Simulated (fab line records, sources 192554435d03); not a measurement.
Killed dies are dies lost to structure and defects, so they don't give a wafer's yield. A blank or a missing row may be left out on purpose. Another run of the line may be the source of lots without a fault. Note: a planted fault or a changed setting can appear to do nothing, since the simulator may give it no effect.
fab line records -- flow n5-finfet
record: lots: 4, wafers: 11, last-day: 17
route steps=1938 shown STI_FIN_REVEAL@202 DUMMY_GATE@212 BEOL_M4@1111 PASSIVATION@1936
lots that met no fault: taken from a fault-free run of the same line
start-h: start of the lot's first displayed wafer, in hours after the record's first day -- wait-h: hours from the lot's prior step to this one -- " same as the row above -- L1.1+2: a single row standing in for several wafers -- - no value, or no start was given -- * or withheld: withheld -- < > ~ a bound
route shown NAME@n: NAME is a module with steps in the file, n the number in the route of the first one -- usual: average and standard deviation across the fault-free wafers -- same: alike in all rows -- chamber/n: place in a boat -- sites: the reading at each site -- _std_site: standard deviation of those values -- _edge_site: the outer-site mean with the inner-site mean subtracted -- radius-mm: for every site, how far away it sits from the centre of the wafer -- mask NAME#n: copy n -- behind: the last tool/chamber to shape the wafer -- hold: the reason the lot was held/the length of the hold in hours/how it ended -- device: names the non-switching transistor (n, p or np) -- end of line: the route-end tests of the same wafers -- a step without rows: its recipe alone -- killed: count of dies lost to structure and defects at first sort (not the wafer's yield) -- map: per-die view of a wafer (x killed, . not killed, _ where there is no die)
set.NAME: setting as actually run; set.NAME@STEP: the setting as run at that earlier step -- model.NAME: the simulator's own value behind a step, which no gauge read
lots at some steps of the route; a table a step, a row a wafer
services: from which hour (start-h, from the record's first day; less than 0 if before it) a tool's chamber was out of use, for how many hours, and why
== steps ==
step: N5_STI_FIN_REVEAL_STRIP_35
recipe: chemistry: H3PO4, material: Si3N4, temp-c: 165, target-depth-a: 40, time-s: 39
step: N5_STI_FIN_REVEAL_SRD_21
recipe: dry: ipa-marangoni, time-s: 30, temp-c: 23, rinse-liquid: diw
step: N5_STI_FIN_REVEAL_OXIDATION_33
recipe: chemistry: O2_PLASMA_REMOTE, temp-c: 150, time-s: 20, pressure-mtorr: 1000, source-power-w: 2000, o2-flow-sccm: 3000
step: N5_STI_FIN_REVEAL_CLEAN_19
recipe: chemistry: O3/DIW, temp-c: 25, time-s: 120, o3-ppm: 10
step: N5_STI_FIN_REVEAL_SRD_23
recipe: dry: ipa-marangoni, time-s: 30, temp-c: 23, rinse-liquid: diw
step: N5_STI_FIN_REVEAL_PRECLEAN_18
recipe: chemistry: SC2, time-s: 45, temp-c: 35, mix: 1:1:50
step: N5_STI_FIN_REVEAL_SRD_28
recipe: dry: ipa-marangoni, time-s: 30, temp-c: 23, rinse-liquid: diw
step: N5_DUMMY_GATE_PRECLEAN_00
recipe: chemistry: O3/DIW, time-s: 60, temp-c: 22, o3-ppm: 10
step: N5_DUMMY_GATE_SRD_01
recipe: time-s: 30, temp-c: 23, rinse-liquid: diw, dry: ipa-marangoni
step: N5_DUMMY_GATE_ALD_02
recipe: material: SiO2, target-thk-a: 20, temp-c: 300, ald-precursor-family: BDEAS, ald-co-reactant: O2-plasma, pulse-time-s: 1, pressure-torr: 2
usual: heater-power-w: 475/50, precursor-pulse-height-rel: 1.002/0.021
lot.wafer,tool,chamber,start-h,wait-h,heater-power-w,precursor-pulse-height-rel,model.SiO2_of_DUMMY_GATE_ALD_02.thk-nm
L572.1,ald-sin-04,2,50.80,1.0,519,1.023,2
L572.3,ald-sin-04,1,50.80,1.0,400,1.003,2
L572.4,ald-sin-04,3,50.80,1.0,490,0.984,2
L583.2,ald-sin-01,2,119.10,0.1,491,1.048,2
L583.4,ald-sin-01,1,119.10,0.1,502,1.023,2
L591.1,ald-sin-04,2,163.21,0.0,485,0.999,2
L591.2,ald-sin-04,3,163.21,0.0,476,1.002,2
L591.3,ald-sin-04,0,163.21,0.0,415,1.021,4
L592.1,ald-sin-04,2,168.62,0.4,493,1.015,2
L592.2,ald-sin-04,3,168.62,0.4,490,1.017,2
L592.3,ald-sin-04,0,168.62,0.4,423,1.015,4
step: N5_DUMMY_GATE_CVD_03
recipe: material: a-Si, target-thk-a: 1500, temp-c: 530, precursor: SiH4, time-s: 8042
step: N5_DUMMY_GATE_PRECLEAN_46
recipe: chemistry: DIW, time-s: 89.5, temp-c: 23
step: N5_DUMMY_GATE_SRD_47
recipe: dry-time-s: 32, dry: n2-spin, spin-rpm: 1500
step: N5_DUMMY_GATE_CMP_04
recipe: material: a-Si, post-cmp-clean: alkaline-brush
step: N5_DUMMY_GATE_HM_DEP_06
recipe: material: SiNx, target-thk-a: 800, precursor: DCS/NH3, temp-c: 700, pressure-mtorr: 300, time-s: 5141
step: N5_DUMMY_GATE_PECVD_30
recipe: material: SiO2, target-thk-a: 550, temp-c: 400, precursor: TEOS/O2, pressure-torr: 6.5, rf-w: withheld, teos-flow-sccm: withheld, gas: O2, flow-sccm: 2650, time-s: 10.8
step: N5_DUMMY_GATE_COAT_34
recipe: resist: SOC, temp-c: 250, time-s: 60, spin-rpm: 1500, resist-thk-nm: 60
step: N5_DUMMY_GATE_COAT_35
recipe: resist: SiARC, temp-c: 220, time-s: 60, spin-rpm: 1500, resist-thk-nm: 10
step: N5_DUMMY_GATE_COAT_28
recipe: resist: underlayer, temp-c: 205, time-s: 60, spin-rpm: 1500, resist-thk-nm: 10
step: N5_DUMMY_GATE_COAT_09
recipe: resist: CAR-EUV, spin-rpm: 1500, resist-thk-nm: 30
step: N5_DUMMY_GATE_EBR_11
recipe: solvent: PGMEA, ebr-width-mm: 1.5
step: N5_DUMMY_GATE_SOFTBAKE_10
recipe: temp-c: 110, time-s: 60, resist: CAR-EUV
step: N5_DUMMY_GATE_EXPOSE_12
recipe: mask-id: GATE, na: 0.33, source-shape: annular, sigma-inner: 0.2, sigma-outer: 0.6, polarization: unpolarized, target-cd-nm: 25, dose-mj: 34
step: N5_DUMMY_GATE_PEB_13
recipe: peb-temp-c: 100, peb-time-s: 60, resist: CAR-EUV
step: N5_DUMMY_GATE_DEVELOP_14
recipe: develop-time-s: 30, developer: TMAH, resist: CAR-EUV, rinse-liquid: surfactant-rinse, dry: air-spin, dev-temp-c: 23
step: N5_DUMMY_GATE_DESCUM_20
recipe: chemistry: O2, time-s: 6.2, source-power-w: 50, bias-power-w: 20, pressure-mtorr: 20, rf-frequency-hz: 2.712e+07, temp-c: 40, resist: CAR-EUV, o2-flow-sccm: 225
step: N5_DUMMY_GATE_ETCH_29
recipe: chemistry: N2/H2, target: underlayer, target-depth-a: 130, ion-energy-ev: 200, pressure-mtorr: 30, source-w: 840, bias-w: 150, n2-flow-sccm: 200, h2-flow-sccm: 200
step: N5_DUMMY_GATE_ETCH_36
recipe: chemistry: CF4, target: SiARC, target-depth-a: 130, pressure-mtorr: 40, source-w: 545, bias-w: 36, Ar_flow_sccm: 100, cf4-flow-sccm: 100, ion-energy-ev: 80
step: N5_DUMMY_GATE_ETCH_37
recipe: chemistry: N2/H2, target: SOC, target-depth-a: 600, overetch-a: 300, temp-c: 40, ion-energy-ev: 200, pressure-mtorr: 30, source-w: 840, bias-w: 150, n2-flow-sccm: 200, h2-flow-sccm: 200
step: N5_DUMMY_GATE_STRIP_38
recipe: chemistry: N2/H2, temp-c: 40, n2-flow-sccm: 200, h2-flow-sccm: 200, rf-frequency-hz: 6e+07
step: N5_DUMMY_GATE_STRIP_39
recipe: chemistry: N2/H2, temp-c: 40, n2-flow-sccm: 200, h2-flow-sccm: 200, rf-frequency-hz: 6e+07
step: N5_DUMMY_GATE_TRIM_49
recipe: chemistry: O2, resist: SOC, time-s: 29, target-cd-nm: 14, source-power-w: 300, bias-power-w: 0, O2_flow_sccm: 100, temp-c: 20
step: N5_DUMMY_GATE_STRIP_40
recipe: chemistry: CF4, resist: SiARC, power-w: 300, bias-power-w: 75, pressure-mtorr: 50, cf4-flow-sccm: 150, rf-frequency-hz: 6e+07
step: N5_DUMMY_GATE_ETCH_31
recipe: chemistry: C4F6/O2, target: SiO2, mask-material: SOC, target-depth-a: 825, time-s: 27.5, ion-energy-ev: 250, pressure-mtorr: 30, source-w: 345, bias-w: 185, Ar_flow_sccm: 300, C4F6_flow_sccm: 10, O2_flow_sccm: 10
step: N5_BEOL_M4_RC_MEAS_101
usual: CJ_N: 4.36/0.13, CJ_P: 5.79/0.26, DIBL_N: 36.0/2, DIBL_P: 35.9/2.5, EOT_N: 10.50/0.1, EOT_P: 10.45/0.093, IGATE_N: 0.0132/0.002, IGATE_P: 0.0039/0.00061, IOFF_N: 0.16/0.038, IOFF_N_85C: 3.1/0.62, IOFF_N_LIN: 0.074/0.014, IOFF_N_LONG: 5.6e-05/3.3e-06, IOFF_P: 0.21/0.04, IOFF_P_85C: 3.6/0.57, IOFF_P_LIN: 0.099/0.014, IOFF_P_LONG: 0.000106/1e-05, ION_N: 675/14, ION_P: 462/9.4, RC_DENSE_N: 18.8/0.67, RC_DENSE_P: 23.6/0.84, RC_N: 15.4/0.53, RC_P: 19.2/0.69, REXT_N: 75.3/1.6, REXT_P: 100.7/2.4, RS_SD_N: 28.4/0.44, RS_SD_P: 65.9/1.1, SS_N: 71.5/0.75, SS_P: 73.2/0.74, VT_N: 250/3.9, VT_N_LONG: 274.5/2.3, VT_N_LVT: 98/4, VT_P: -251/3.2, VT_P_LONG: -275/3.2, VT_P_LVT: -99/3.1
lot.wafer,tool,chamber,start-h,wait-h,CJ_N,CJ_P,DIBL_N[mV/V],DIBL_P[mV/V],EOT_N,EOT_P,IGATE_N[nA/um],IGATE_P[nA/um],IOFF_N[nA/um],IOFF_N_85C[nA/um],IOFF_N_LIN[nA/um],IOFF_N_LONG[nA/um],IOFF_P[nA/um],IOFF_P_85C[nA/um],IOFF_P_LIN[nA/um],IOFF_P_LONG[nA/um],ION_N[uA/um],ION_P[uA/um],RC_DENSE_N[ohm.um],RC_DENSE_P[ohm.um],RC_N[ohm.um],RC_P[ohm.um],REXT_N[ohm.um],REXT_P[ohm.um],RS_SD_N[ohm/sq],RS_SD_P[ohm/sq],SS_N[mV/dec],SS_P[mV/dec],VT_N[mV],VT_N_LONG[mV],VT_N_LVT[mV],VT_P[mV],VT_P_LONG[mV],VT_P_LVT[mV]
L572.1,prober-01,0,178.45,0.0,4.26,5.39,32.7,29.8,10.44,10.43,0.0130,0.0038,0.12,2.4,0.057,6.1e-05,0.16,2.9,0.085,0.000112,666,460,19.2,23.7,15.5,19.3,73.9,105.1,28.4,64.8,70.3,71.8,252,270.8,98,-252,-272,-99
L572.3,prober-01,0,178.45,0.0,4.09,5.99,36.5,35.1,10.52,10.58,0.0109,0.0032,0.18,3.4,0.083,6.2e-05,0.23,4.0,0.110,0.000125,690,469,19.6,24.1,16.0,19.6,75.1,104.5,28.4,65.1,71.6,73.2,246,271.1,93,-249,-271,-95
L572.4,prober-01,0,178.45,0.0,4.38,6.11,37.7,36.1,10.24,10.37,0.0158,0.0046,0.22,4.0,0.094,6.4e-05,0.26,4.3,0.120,0.000124,700,476,18.2,22.5,14.9,18.2,72.8,102.7,28.4,65.5,70.9,73.6,241,270.2,89,-248,-272,-93
L583.2,prober-01,0,243.06,0.2,4.42,5.53,35.5,33.9,10.62,10.39,0.0122,0.0036,0.15,3.0,0.068,5.9e-05,0.19,3.3,0.093,0.000105,667,450,19.5,24.8,15.9,20.2,74.7,101.7,27.8,67.5,72.2,72.3,248,272.2,97,-249,-274,-100
L583.4,prober-01,0,243.06,0.2,4.25,5.74,35.4,34.9,10.66,10.48,0.0119,0.0035,0.15,2.9,0.068,5.6e-05,0.21,3.5,0.097,0.000108,655,448,18.9,23.9,15.4,19.5,75.5,103.0,28.2,67.8,71.9,73.4,250,275.2,97,-250,-275,-101
L591.1,prober-01,0,295.73,0.0,4.38,5.58,38.2,37.8,10.66,10.58,0.0110,0.0033,0.19,3.6,0.086,5.6e-05,0.24,4.0,0.110,0.000105,693,472,19.1,23.6,15.5,19.3,76.1,98.3,29.5,64.8,72.2,73.3,247,277.3,96,-250,-274,-96
L591.2,prober-01,0,295.73,0.0,4.23,5.95,35.3,35.8,10.59,10.50,0.0131,0.0039,0.12,2.5,0.060,5.3e-05,0.22,3.8,0.103,0.00011,653,462,19.5,24.1,16.0,19.8,79.1,96.6,29.7,65.0,70.7,73.6,254,276.1,102,-250,-277,-98
L591.3,prober-01,0,295.73,0.0,-,-,-,-,-,-,-,-,-,-,-,-,-,-,-,-,-,-,-,-,-,-,-,-,-,-,-,-,-,-,-,-,-,-
L592.1,prober-01,0,300.77,0.0,4.58,5.64,32.7,31.4,10.47,10.42,0.0134,0.0041,0.10,2.1,0.049,5.5e-05,0.14,2.6,0.076,0.000104,658,453,19.3,24.4,15.9,20.0,76.3,104.6,28.2,65.7,71.3,71.8,255,275.9,106,-255,-275,-106
L592.2,prober-01,0,300.77,0.0,4.60,5.49,33.0,31.8,10.49,10.42,0.0143,0.0044,0.11,2.2,0.053,5.5e-05,0.14,2.8,0.079,0.000101,659,458,20.2,25.5,16.5,20.4,77.5,104.9,28.4,65.8,70.3,71.8,255,273.7,103,-257,-274,-105
L592.3,prober-01,0,300.77,0.0,-,-,-,-,-,-,-,-,-,-,-,-,-,-,-,-,-,-,-,-,-,-,-,-,-,-,-,-,-,-,-,-,-,-
step: N5_PASSIVATION_PROBE_49
usual: defect-limited-yield: 91.3/1.5, killed_at_M0_to_M3: 33/12, killed_at_M4_up: 15/5.2, killed-at-contacts: 12/5.1, killed-at-front-end: 39/11, killed-at-other: 5/3.6, killed-dies: 103/18, killed-on-rim: 14/4.3, killed-open: 67/13, killed-short: 33/7.8, sort_bin_5_function: 5.1/0.96, sort_bin_6_memory: 3.2/0.71, sort_bin_8_speed: 0.01/0.063, sort-n-pass: 1077/18, sort-yield-pct: 91.3/1.5
same: gross-dies: 1180, killed-at-back-side: 0, sort_bin_4_leakage[%]: 0
lot.wafer,tool,chamber,start-h,wait-h,defect-limited-yield[%],killed_at_M0_to_M3,killed_at_M4_up,killed-at-contacts,killed-at-front-end,killed-at-other,killed-dies,killed-on-rim,killed-open,killed-short,sort_bin_5_function[%],sort_bin_6_memory[%],sort_bin_8_speed[%],sort-n-pass,sort-yield-pct[%]
L572.1,prober-01,-,278.69,0.0,94.5,13,17,10,21,4,65,10,40,24,4.0,1.3,0,1115,94.5
L572.3,prober-01,-,278.79,0.1,92.1,30,16,15,29,3,93,11,58,33,3.6,3.9,0,1087,92.1
L572.4,prober-01,-,278.84,0.2,92.0,30,18,15,29,2,94,15,64,28,4.4,3.5,0,1086,92.0
L583.2,prober-02,-,348.84,0.1,91.7,17,6,14,45,16,98,20,64,34,4.9,2.9,0,1082,91.7
L583.4,prober-02,-,348.94,0.2,92.2,14,12,9,49,8,92,14,62,30,4.7,2.9,0,1088,92.2
L591.1,prober-02,-,397.45,0.0,90.8,37,18,9,39,5,108,13,71,33,5.6,3.1,0,1072,90.8
L591.2,prober-02,-,397.50,0.1,91.4,37,10,7,44,4,102,18,56,35,4.2,3.6,0,1078,91.4
L591.3,prober-02,-,397.55,0.1,93.9,18,15,5,34,0,72,12,47,23,3.5,2.4,93.90,0,0
L592.1,prober-01,-,400.87,0.0,90.2,37,12,13,51,3,116,11,72,40,5.8,3.3,0,1064,90.2
L592.2,prober-01,-,400.92,0.1,91.3,29,12,14,42,6,103,16,71,28,5.1,3.1,0,1077,91.3
L592.3,prober-01,-,400.97,0.1,92.8,31,4,11,37,2,85,10,54,28,4.2,2.5,92.80,0,0
killed by level:class
L572.1 MOL_CONTACT_COAG:geometric-particle:open=7 BEOL_M5:geometric-particle:open=7 BEOL_M2:geometric-particle:open=6 BEOL_M4:geometric-particle:open=4 STARTING-WAFER:geometric-particle:open=4 MOL_CONTACT_COAG:geometric-particle:short=3 BEOL_M0_SAQP:geometric-particle:short=3 BEOL_M4:geometric-particle:short=3
L572.3 MOL_CONTACT_COAG:geometric-particle:open=11 BEOL_M0_SAQP:geometric-particle:open=7 FIN_SAQP:geometric-particle:open=6 FIN_SAQP:geometric-particle:short=6 BEOL_M0_SAQP:geometric-particle:short=6 BEOL_M4:geometric-particle:open=6 BEOL_M2:geometric-particle:open=5 BEOL_M3:geometric-particle:open=5
L572.4 MOL_CONTACT_COAG:geometric-particle:open=11 BEOL_M2:geometric-particle:open=8 FIN_SAQP:geometric-particle:short=7 BEOL_M0_SAQP:geometric-particle:open=7 BEOL_M4:geometric-particle:open=7 BEOL_M1:geometric-particle:open=6 FIN_SAQP:geometric-particle:open=5 BEOL_M0_SAQP:geometric-particle:short=5
L583.2 STI_FIN_REVEAL:geometric-particle:open=14 MOL_CONTACT_COAG:geometric-particle:open=11 FIN_SAQP:geometric-particle:short=9 FIN_SAQP:geometric-particle:open=8 BEOL_M1:geometric-particle:open=6 GATE_CUT:geometric-particle:short=5 MIM_TOP:geometric-particle:open=4 BEOL_M2:geometric-particle:open=4
L583.4 FIN_SAQP:geometric-particle:open=11 STI_FIN_REVEAL:geometric-particle:open=9 FIN_SAQP:geometric-particle:short=8 MOL_CONTACT_COAG:geometric-particle:open=8 GATE_CUT:geometric-particle:short=7 BEOL_M4:geometric-particle:open=5 STARTING-WAFER:geometric-particle:open=5 BEOL_M0_SAQP:geometric-particle:open=4
L591.1 BEOL_M2:geometric-particle:open=12 FIN_SAQP:geometric-particle:open=10 BEOL_M0_SAQP:geometric-particle:short=9 MOL_CONTACT_COAG:geometric-particle:open=8 FIN_SAQP:geometric-particle:short=7 BEOL_M0_SAQP:geometric-particle:open=7 STI_FIN_REVEAL:geometric-particle:open=6 DUMMY_GATE:geometric-particle:open=4
L591.2 BEOL_M0_SAQP:geometric-particle:open=12 FIN_SAQP:geometric-particle:short=10 BEOL_M0_SAQP:geometric-particle:short=8 GATE_CUT:geometric-particle:short=7 MOL_CONTACT_COAG:geometric-particle:open=7 HKMG_FIN:area-etch=7 BEOL_M2:geometric-particle:open=6 FIN_SAQP:geometric-particle:open=5
L591.3 DUMMY_GATE:geometric-particle:open=13 BEOL_M4:geometric-particle:open=7 STI_FIN_REVEAL:geometric-particle:open=7 BEOL_M0_SAQP:geometric-particle:short=4 BEOL_M2:geometric-particle:open=4 FIN_SAQP:geometric-particle:short=3 MOL_CONTACT_COAG:geometric-particle:open=3 BEOL_M3:geometric-particle:open=3
L592.1 STI_FIN_REVEAL:geometric-particle:open=12 FIN_SAQP:geometric-particle:short=11 BEOL_M3:geometric-particle:open=11 MOL_CONTACT_COAG:geometric-particle:open=9 STI_FIN_REVEAL:geometric-particle:short=6 BEOL_M0_SAQP:geometric-particle:open=6 FIN_SAQP:geometric-particle:open=5 BEOL_M0_SAQP:geometric-particle:short=5
L592.2 STI_FIN_REVEAL:geometric-particle:open=13 MOL_CONTACT_COAG:geometric-particle:open=11 BEOL_M0_SAQP:geometric-particle:open=10 FIN_SAQP:geometric-particle:open=7 FIN_SAQP:geometric-particle:short=6 BEOL_M3:geometric-particle:open=6 BEOL_M0_SAQP:geometric-particle:short=5 BEOL_M4:geometric-particle:open=4
L592.3 STI_FIN_REVEAL:geometric-particle:open=12 MOL_CONTACT_COAG:geometric-particle:open=8 BEOL_M0_SAQP:geometric-particle:short=7 FIN_SAQP:geometric-particle:short=6 FIN_SAQP:geometric-particle:open=6 BEOL_M3:geometric-particle:open=5 BEOL_M2:geometric-particle:short=4 DUMMY_GATE:geometric-particle:open=4
map L591.1 (x killed, . not)
_________________..x.........________________
______________..x..............._____________
___________.............x..........__________
__________.......x.....x....x......x_________
________...................x...x..x..._______
_______...x..xx...x.........x..........______
______..........................x......._____
_____x........xx...x............x...x....____
____....x............x.x..............x...___
___...x...................................x__
___......x......x..x.......................__
__.........................x................_
__..............x..x...x....x..............._
_......x.........x..........x........x.......
_............................x.....x..x.....x
_..x.....................................x..x
_.........................x............x.....
_.......x...........x................x......x
_......x.....................................
_............................................
_.............x...x....x...............x.....
__.x.......x.xx.x........x..xx.......x....x._
__.......x......................x...x......._
___.....xx..............x..................__
___.........................x..............__
____.x....xx........................x.x...___
_____.......x.................x...x......____
______........xx.......xx.....xx.x..x..x_____
_______...........x..x........x........______
________..........x..................x_______
__________..........x......x.xx....._________
___________x......xx........x......__________
______________...........x.x...._____________
_________________....x.......________________
map L592.1 (x killed, . not)
_________________............________________
______________...........x....x._____________
___________........................__________
__________...x......................_________
________..x.x........x...x...x..x....x_______
_______....................x.....xx....______
______...x.................xx.........x._____
_____..x..x...x..........x............x..____
____.x...........x...............x.....x..___
___.............x.....x....................__
___..xx...x.xx..x..........xx...xx...x.....__
__........x.........x....x.................._
__.........................................._
_.......x....................................
_.x............xx.............x....x.........
_...x.xx..x..............xx..................
_...x......................x.........xx......
_..............x..x..x....x..x.x......x.....x
_xx..............x..................x........
_....x.xx.....................x.x............
_......x..........x..........................
__................................x.xx.x.xx._
__..............x........x........xx........_
___.....................x..............x.x.__
___.........x............x...xx...x........__
____......x.............................x.___
_____...x..x.....................x.x.x...____
______.................................._____
_______x.x.............................______
________.......x..xx...........x......_______
__________....xx.x.x...x....x.....x._________
___________........................__________
______________.................._____________
_________________x...........________________
== services ==
tool,chamber,start-h,hours,kind
ald-sin-01,0,46.29,5.2,repair
ald-sin-01,-,85.33,29.9,repair
ald-sin-01,3,158.58,5.2,repair
== key ==
first-sign: step: N5_BEOL_M4_RC_MEAS_101, reading: CJ_N, direction: missing
effect: step: N5_BEOL_M4_RC_MEAS_101, reading: CJ_P, direction: missing
effect: step: N5_BEOL_M4_RC_MEAS_101, reading: DIBL_N, direction: missing
effect: step: N5_BEOL_M4_RC_MEAS_101, reading: DIBL_P, direction: missing
effect: step: N5_BEOL_M4_RC_MEAS_101, reading: EOT_N, direction: missing
effect: step: N5_BEOL_M4_RC_MEAS_101, reading: EOT_P, direction: missing
effect: step: N5_BEOL_M4_RC_MEAS_101, reading: IGATE_N, direction: missing
effect: step: N5_BEOL_M4_RC_MEAS_101, reading: IGATE_P, direction: missing
effect: step: N5_BEOL_M4_RC_MEAS_101, reading: IOFF_N, direction: missing
effect: step: N5_BEOL_M4_RC_MEAS_101, reading: IOFF_N_85C, direction: missing
effect: step: N5_BEOL_M4_RC_MEAS_101, reading: IOFF_N_LIN, direction: missing
effect: step: N5_BEOL_M4_RC_MEAS_101, reading: IOFF_N_LONG, direction: missing
effect: step: N5_PASSIVATION_PROBE_49, reading: sort_bin_8_speed, direction: up, sigmas: 99+, usual: 0.01, struck: 93.35
model-effect: step: N5_DUMMY_GATE_ALD_02, value: SiO2_of_DUMMY_GATE_ALD_02.thk-nm, without: 2, struck: 4
met-at N5_DUMMY_GATE_ALD_02
struck-wafers L591.3,L592.3
onset-between 50.80 163.21
fault: kind: process-parameter-drift, tool: ald-sin-04, chamber: -, onset-h: 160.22, steps: N5_DUMMY_GATE_ALD_02, channel: target-thk-a, offset: *, shape: step, end-h: 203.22, scope: struck-wafers-only, acts-in: *, stated: *
